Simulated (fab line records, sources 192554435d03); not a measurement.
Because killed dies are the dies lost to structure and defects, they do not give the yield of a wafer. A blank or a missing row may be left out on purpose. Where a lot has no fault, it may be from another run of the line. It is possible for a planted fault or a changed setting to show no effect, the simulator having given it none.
Code-filled problem report in 8D (eight disciplines) form -- flow n5Finfet -- the parts of the form that need people (team, actions taken, sign-off) are left out

== 1. PROBLEM STATEMENT ==
At N5_BEOL_M4_ETCH_64, biasW averages 137.9 W over 6 wafers from 2 lots, while fault-free wafers read 150.1 W, standard deviation 0.44. Measured from the usual mean, that is -28 standard deviations.
The step: etches SOC in N2/H2, target depth 75 nm, overetch 22.5 nm, time 121.9 s.
Earliest sighting: wafer L291.3 on rieDiel-02 at day 11 05:23. At this step, 18 wafers from 6 lots have a number in the record. The rule behind "out" and "out of limits": a value lying over 4 standard deviations away from the usual mean. The other wafers with a number count as sound.

== 2. WHAT IT IS; WHAT IT IS NOT ==
question,is,is not
which readings at this step,"biasW, rfVppV","drypumpMotorCurrentA, oesProductAu, showerheadPlenumPTorr, tempC, throttleValvePct"
which lots,"L290, L291","L279, L283, L289, L295"
which wafers of those lots,all that have a number,-
read on which tools,rieDiel-02,rieDiel-01
when,from day 11 05:23,up to then (9 sound wafers); but 3 sound wafers of L295 came after

== 3. THE SUSPECTS, EACH WITH WHAT RULES IT OUT ==
Counting: a tool stays on the suspect list if, at a process step up to the reading, it processed all lots that are out and no sound lot following the first of them.
- rieDiel-02 at N5_BEOL_M4_DESCUM_16 (chemistry O2, time 7 s): kept. It processed each lot that is out, first L291 at day 11 05:19, and no sound lot thereafter; up to then, the last sound lot it processed was L279 at day 8 04:16.
- rieDiel-02 at N5_BEOL_M4_ETCH_74 (etches underlayer in N2/H2, target depth 6.5 nm, time 5.2 s): kept. It processed each lot that is out, first L291 at day 11 05:20, and no sound lot thereafter; up to then, the last sound lot it processed was L279 at day 8 04:17.
- rieDiel-02 at N5_BEOL_M4_ETCH_63 (etches SiARC in CF4, target depth 15.6 nm, time 26 s): kept. It processed each lot that is out, first L291 at day 11 05:22, and no sound lot thereafter; up to then, the last sound lot it processed was L279 at day 8 04:19.
- rieDiel-02 at N5_BEOL_M4_ETCH_64 (etches SOC in N2/H2, target depth 75 nm, overetch 22.5 nm, time 121.9 s): kept. It processed each lot that is out, first L291 at day 11 05:23, and no sound lot thereafter; up to then, the last sound lot it processed was L279 at day 8 04:20. Its own readings are out on those wafers: biasW, rfVppV.
Left after counting: rieDiel-02 at N5_BEOL_M4_DESCUM_16, rieDiel-02 at N5_BEOL_M4_ETCH_74, rieDiel-02 at N5_BEOL_M4_ETCH_63, rieDiel-02 at N5_BEOL_M4_ETCH_64.

== 4. THE CAUSE (what the simulator had put in) ==
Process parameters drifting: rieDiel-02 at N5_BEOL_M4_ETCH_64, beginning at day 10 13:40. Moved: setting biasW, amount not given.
Counting left 4 suspects, and this tool is among them.

== 5. THE CHAIN OF EFFECTS, in route order ==
Rows list readings where the struck wafers' mean (over those with a number) sits beyond 3 standard deviations from the usual. Only readings for which the record gives a usual standard deviation are gone through. hours: the time from each lot's start at the first step in this table that gives one to its start at this step, as a median over the lots. sigmas: the change in usual standard deviations.
hours,step,reading,usual,on struck wafers,change,sigmas
0,N5_BEOL_M4_ETCH_64,biasW,150.1 W,137.9,-12.2,-28
0,N5_BEOL_M4_ETCH_64,rfVppV,524.8 V,497.7,-27.1,-14
It contains these process steps:
- N5_BEOL_M4_ETCH_64: etches SOC in N2/H2, target depth 75 nm, overetch 22.5 nm, time 121.9 s.
At these later measuring or inspecting steps, every struck wafer for which the step has a row has a number for every such reading, and none has moved that far: N5_BEOL_M4_RC_MEAS_101.

== 6. HOW IT WOULD HAVE BEEN CAUGHT EARLIER ==
In this record no reading fell out of limits until day 11 05:23, 16 hours after the fault had begun at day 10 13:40.
